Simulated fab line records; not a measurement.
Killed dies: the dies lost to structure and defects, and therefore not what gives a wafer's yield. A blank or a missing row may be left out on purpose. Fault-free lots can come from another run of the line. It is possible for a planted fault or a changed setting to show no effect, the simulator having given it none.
A struck lot beside a sound one + flow nand_harc + 18 steps out of a route of 1302
Sound: the wafers L919.2, L919.3, L919.5. The struck wafers were L933.1, L933.2, L933.4. The cause comes at the end.
Each step with rows lists, per side, the tool, then ch with its chambers, then its first start. Under that, the readings that differ: sound wafers + struck wafers + difference of the means + sigmas: that difference in standard deviations of wafers without a fault.
alike: readings with means less than 2 such deviations apart, plus words and numbers identical on both sides. not compared: withheld readings, readings lacking a value on some wafer, bounds such as >300 that could conceal the same value, and numbers that have no deviation in the record and whose values overlap.
Wherever a step has rows on one side only, a row that says differs or no value, or a row with sigmas, the two part there. Non-overlapping numbers with no deviation appear without sigmas and do not part them. A reading that every wafer of one side lacks parts them only if that side has two wafers or more.

first, 1 step without rows for these wafers: NHARC_P_ZERO_WELL_HARDBAKE_12 (time 65 s).
NHARC_P_ZERO_WELL_DESCUM_13: chemistry O2, time 3 s.
  sound on rie_diel-05 ch 2,3, day 3 03:30; struck on rie_diel-04 ch 0,1,3, day 8 23:25
  alike: chamber_pressure_mTorr, drypump_motor_current_A, oes_product_au, rf_vpp_V, showerhead_plenum_p_Torr, throttle_valve_pct
  not compared: rf_hours_counter_h
NHARC_P_ZERO_WELL_ETCH_65: etches the open film in N2/H2, target depth 80 nm, overetch 24 nm, time 87.88 s.
  sound on rie_diel-05 ch 1,2,3, day 3 03:35; struck on rie_diel-04 ch 1,2,3, day 8 23:29
  alike: chamber_pressure_mTorr, drypump_motor_current_A, oes_product_au, rf_vpp_V, showerhead_plenum_p_Torr, throttle_valve_pct
  not compared: rf_hours_counter_h
NHARC_P_ZERO_WELL_ETCH_62: etches the open film in CHF3/Ar, target depth 13 nm, time 6.5 s.
  sound: rie_diel-05 ch 0,3; struck: rie_diel-04 ch 0,1,2
  alike: chamber_pressure_mTorr, drypump_motor_current_A, oes_product_au, rf_vpp_V, showerhead_plenum_p_Torr, throttle_valve_pct
  not compared: rf_hours_counter_h
NHARC_P_ZERO_WELL_ETCH_63: etches the open film in HBr/Cl2, target depth 120 nm, time 40.1 s.
  sound on rie_si-01 ch 0,2, day 3 04:03; struck on rie_si-04 ch 0,1,3, day 8 23:40
  alike: chamber_pressure_mTorr, drypump_motor_current_A, mfc_cl2_sccm, oes_product_au, throttle_valve_pct
  not compared: rf_hours_counter_h
then, 7 steps without rows for these wafers: NHARC_P_ZERO_WELL_STRIP_15 (strips in SPM, time 900 s); NHARC_P_ZERO_WELL_DEHYDRATE_16 (time 120 s); NHARC_P_ZERO_WELL_HMDS_17 (time 30 s); NHARC_P_ZERO_WELL_COAT_18; NHARC_P_ZERO_WELL_SOFTBAKE_19 (time 95 s); NHARC_P_ZERO_WELL_EBR_20; NHARC_P_ZERO_WELL_EXPOSE_21 (exposes mask P NWELL, target cd 720 nm).
NHARC_P_ZERO_WELL_PEB_22: peb time 85 s.
  sound on litho_track-03 ch 0, day 3 04:55; struck on litho_track-05 ch 0, day 9 00:31
| reading                  | sound                | struck               | difference | sigmas |
|--------------------------|----------------------|----------------------|------------|--------|
| heater_power_total_W (W) | 164.29 163.81 163.67 | 157.56 157.76 158.18 | -6.09      | -22    |
| plate_temp_C (C)         | 117.91 118.02 117.72 | 114.54 114.55 114.81 | -3.25      | -23    |
  alike: resist_line_temp_C
then, 1 step without rows for these wafers: NHARC_P_ZERO_WELL_DEVELOP_23 (time 70 s).
NHARC_P_ZERO_WELL_CD_MEAS_24: the cd target is 720 nm.
  sound on cd_sem-01 ch 0, day 3 05:01; struck on cd_sem-03 ch 0, day 9 00:37
| reading    | sound             | struck            | difference | sigmas |
|------------|-------------------|-------------------|------------|--------|
| cd_nm (nm) | 721.4 720.4 720.7 | 711.7 710.3 712.8 | -9.2       | -6     |
then, 1 step without rows for these wafers: NHARC_P_ZERO_WELL_HARDBAKE_25 (time 80 s).
NHARC_P_ZERO_WELL_DESCUM_26: chemistry O2, time 3 s.
  sound on rie_diel-04 ch 0,3, day 3 05:11; struck on rie_diel-05 ch 1,2,3, day 9 00:46
| reading                      | sound           | struck          | difference | sigmas |
|------------------------------|-----------------|-----------------|------------|--------|
| model.P_ZERO_WELL.cd_nm (nm) | 721.8 719.8 721 | 711.6 710 712.7 | -9.4       |        |
  alike: chamber_pressure_mTorr, drypump_motor_current_A, oes_product_au, rf_vpp_V, showerhead_plenum_p_Torr, throttle_valve_pct
  not compared: rf_hours_counter_h
next, for these wafers, 1 step has no rows: NHARC_P_ZERO_WELL_IMPLANT_27.

== WHERE THEY PART ==
First at NHARC_P_ZERO_WELL_PEB_22; last, within this record, at NHARC_P_ZERO_WELL_CD_MEAS_24. Later steps at which nothing parts them and some readings are alike: NHARC_P_ZERO_WELL_DESCUM_26.

WHY: what the simulator had put in
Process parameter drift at NHARC_P_ZERO_WELL_PEB_22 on litho_track-05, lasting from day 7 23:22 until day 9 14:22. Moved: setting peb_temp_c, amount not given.
